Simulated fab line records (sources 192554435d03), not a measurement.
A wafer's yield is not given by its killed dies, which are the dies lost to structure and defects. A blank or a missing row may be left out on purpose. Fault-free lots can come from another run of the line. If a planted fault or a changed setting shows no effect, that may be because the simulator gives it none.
Comparing a struck lot with a sound one / flow n5-finfet / 23 steps out of a route of 1938
Sound: the wafers L301.2, L301.3, L301.5. Struck: wafers L320.1, L320.3, L320.4. The cause is named last.
At each step with rows: each side's tool, then ch and its chambers, then its first start. Under that, the readings that differ: sound wafers / struck wafers / difference of the means / sigmas: that difference in standard deviations of wafers without a fault.
alike: readings with means less than 2 such deviations apart, plus words and numbers identical on both sides. not compared: withheld readings, readings lacking a value on some wafer, bounds such as >300 that could conceal the same value, and numbers that have no deviation in the record and whose values overlap.
A row with sigmas, a row that says differs or no value, or rows on one side alone: a step with any of these is where the two part. Numbers that don't overlap but have no deviation are shown without sigmas and don't part them. A reading that every wafer of one side lacks parts them only if that side has two wafers or more.

first, 8 steps without rows for these wafers: N5_BEOL_M3_PRE_CLEAN_60 (time 15 s); N5_BEOL_M3_CO_CAP_55 (material Co, precursor CCTBA/H2, target thk 2 nm, time 102.1 s); N5_BEOL_M3_PRE_CLEAN_56 (time 15 s); N5_BEOL_M3_DEP_57 (deposits SiCN from 3MS/NH3, target thk 8 nm, time 14 s); N5_BEOL_M4_ILD_DEP_00 (deposits SiOC from DEMS/O2, target thk 79 nm, time 15.3 s); N5_BEOL_M4_PECVD_72 (deposits SiO2 from TEOS/O2, target thk 16 nm, time 18 s); N5_BEOL_M4_HM_DEP_02 (deposits TiN, target thk 20 nm); N5_BEOL_M4_COAT_61 (time 60 s, resist thk 60 nm).
N5_BEOL_M4_COAT_62: time 60 s, resist thk 12 nm.
  sound on litho-track-01 ch 0, day 7 11:24; struck on litho-track-01 ch 0, day 13 00:14
reading=spin-speed-rpm (rpm); sound=1498.8 1500.6 1499.1; struck=1777.9 1776.7 1778.5; difference=+278.2; sigmas=+99 or more
reading=model.SiARC_of_BEOL_M4_COAT_62.thk-nm (nm); sound=12 12 12; struck=11 11 11; difference=-1; sigmas=
  alike: plate-temp-C
then, 9 steps without rows for these wafers: N5_BEOL_M4_COAT_73 (time 60 s, resist thk 5 nm); N5_BEOL_M4_COAT_05 (resist thk 30 nm); N5_BEOL_M4_EBR_07; N5_BEOL_M4_SOFTBAKE_06 (time 60 s); N5_BEOL_M4_EXPOSE_08 (exposes mask M4); N5_BEOL_M4_PEB_09 (peb time 60 s); N5_BEOL_M4_DEVELOP_10 (develop time 30 s); N5_BEOL_M4_DESCUM_16 (chemistry O2, time 7 s); N5_BEOL_M4_ETCH_74 (etches underlayer in N2/H2, target depth 6.5 nm, time 5.2 s).
N5_BEOL_M4_ETCH_63: etches SiARC in CF4, target depth 15.6 nm, time 26 s.
  sound on rie-diel-06 ch 1,2,3, day 7 13:12; struck on rie-diel-02 ch 1,2,3, day 13 00:40
reading=etch-rf-on-time-s (s); sound=27.5 26.5 26.1; struck=23.8 23.9 24.8; difference=-2.5; sigmas=-4
reading=model.etch.depth-nm (nm); sound=11.98 11.99 11.95; struck=11.05 11.07 11.06; difference=-0.91; sigmas=
reading=model.CAR-EUV_of_BEOL_M4_COAT_05.thk-nm (nm); sound=11.2 11.2 11.4; struck=11.8 11.8 12; difference=+0.6; sigmas=
  alike: chamber-pressure-mTorr, drypump-motor-current-A, oes-product-au, rf-vpp-V, showerhead-plenum-p-Torr, throttle-valve-pct
  not compared: rf-hours-counter-h
N5_BEOL_M4_ETCH_64: etches SOC in N2/H2, target depth 75 nm, overetch 22.5 nm, time 121.9 s.
  sound on rie-diel-06 ch 1,2,3, day 7 13:14; struck on rie-diel-02 ch 1,2,3, day 13 00:42
reading=model.SiARC_of_BEOL_M4_COAT_62.thk-nm (nm); sound=6.6 6.2 6.4; struck=5.4 5.6 5.6; difference=-0.9; sigmas=
  alike: chamber-pressure-mTorr, drypump-motor-current-A, n2-flow-sccm, oes-product-au, rf-vpp-V, showerhead-plenum-p-Torr, temp-c, throttle-valve-pct
  not compared: rf-hours-counter-h
then, 1 step without rows for these wafers: N5_BEOL_M4_STRIP_65 (strips in N2/H2).
N5_BEOL_M4_RC_MEAS_101:
  sound on prober-02 ch 0, day 8 00:35; struck on prober-02 ch 0, day 13 20:13
  alike: DIBL_N, DIBL_P, IOFF_N, IOFF_P, ION_N, ION_P, SS_N, SS_P, VT_N, VT_P
-- the record jumps here: 5 days lie between the struck wafers' starts before and after (it left off in module BEOL_M4 and takes up again in module PASSIVATION, whose first step shown is number 1936 of the route) --
N5_PASSIVATION_PROBE_49:
  record: rows for the struck wafers here (prober-02, day 18 14:52), none for the sound ones

WHERE THEY PART
Earliest at N5_BEOL_M4_COAT_62; latest, in this record, at N5_PASSIVATION_PROBE_49.

WHY: whatever the simulator had introduced
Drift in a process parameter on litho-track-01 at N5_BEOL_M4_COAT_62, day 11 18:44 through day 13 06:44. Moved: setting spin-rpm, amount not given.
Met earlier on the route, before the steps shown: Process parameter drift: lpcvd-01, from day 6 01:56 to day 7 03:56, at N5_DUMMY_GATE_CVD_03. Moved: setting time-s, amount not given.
